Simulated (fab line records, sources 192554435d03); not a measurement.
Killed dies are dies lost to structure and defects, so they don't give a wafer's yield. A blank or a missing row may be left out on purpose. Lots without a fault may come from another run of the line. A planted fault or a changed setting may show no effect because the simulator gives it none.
One fault seen from 2 desks | flow n5_finfet | each desk has only its own numbers; what lay behind them comes last

THE DEFECT DESK
What the inspections along the route counted, lot by lot: means of the sampled wafers that have a number. A lot is out of limits, marked OUT, if its mean lies more than 4 standard deviations from the usual mean; the brackets give that distance.
Columns: A = raw_defect_count at N5_BEOL_M10_INSPECT_13, usual 410
lot  | first seen here | A
L693 | day 11 01:35    | 417
L692 | day 11 01:44    | 327
L694 | day 11 07:07    | 443
L695 | day 12 09:16    | 467
L701 | day 14 10:35    | 340
L702 | day 15 07:19    | 355
L709 | day 16 12:37    | 382
L712 | day 16 15:26    | 464
L713 | day 17 01:02    | 418
L714 | day 17 01:41    | 464
L715 | day 18 05:49    | 472
This desk's finding: nothing out of limits on any of the 11 lots.

THE TOOL OWNER'S DESK: rie_diel-06
The tool's own readings at N5_BEOL_M10_VIA_ETCH_34 (etches SiCOH lowk in C4F6/O2, target depth 184.5 nm, time 69.2 s): means of the sampled wafers that have a number, for each lot that ran on this tool. A lot is out of limits, marked OUT, if its mean lies more than 4 standard deviations from the usual mean; the brackets give that distance.
Columns: A = drypump_motor_current_A at N5_BEOL_M10_VIA_ETCH_34, usual 5.7 A; B = oes_product_au at N5_BEOL_M10_VIA_ETCH_34, usual 0.83 a.u.; C = rf_vpp_V at N5_BEOL_M10_VIA_ETCH_34, usual 668 V; D = showerhead_plenum_p_Torr at N5_BEOL_M10_VIA_ETCH_34, usual 2.91 Torr; E = throttle_valve_pct at N5_BEOL_M10_VIA_ETCH_34, usual 20.7 %
lot  | first seen here | A   | B    | C   | D    | E
L693 | day 11 03:20    | 5.0 | 0.76 | 670 | 2.77 | 20.6
L702 | day 15 08:56    | 5.4 | 0.88 | 649 | 2.94 | 20.5
L709 | day 16 13:58    | 5.3 | 0.91 | 667 | 2.87 | 20.3
L712 | day 16 17:48    | 5.2 | 1.00 | 663 | 2.92 | 20.5
This desk's finding: nothing out of limits on any of the 4 lots.

PUT TOGETHER
The defect desk saw nothing out of limits.
The tool owner's desk saw nothing out of limits.

WHAT THE SIMULATOR HAD PUT IN
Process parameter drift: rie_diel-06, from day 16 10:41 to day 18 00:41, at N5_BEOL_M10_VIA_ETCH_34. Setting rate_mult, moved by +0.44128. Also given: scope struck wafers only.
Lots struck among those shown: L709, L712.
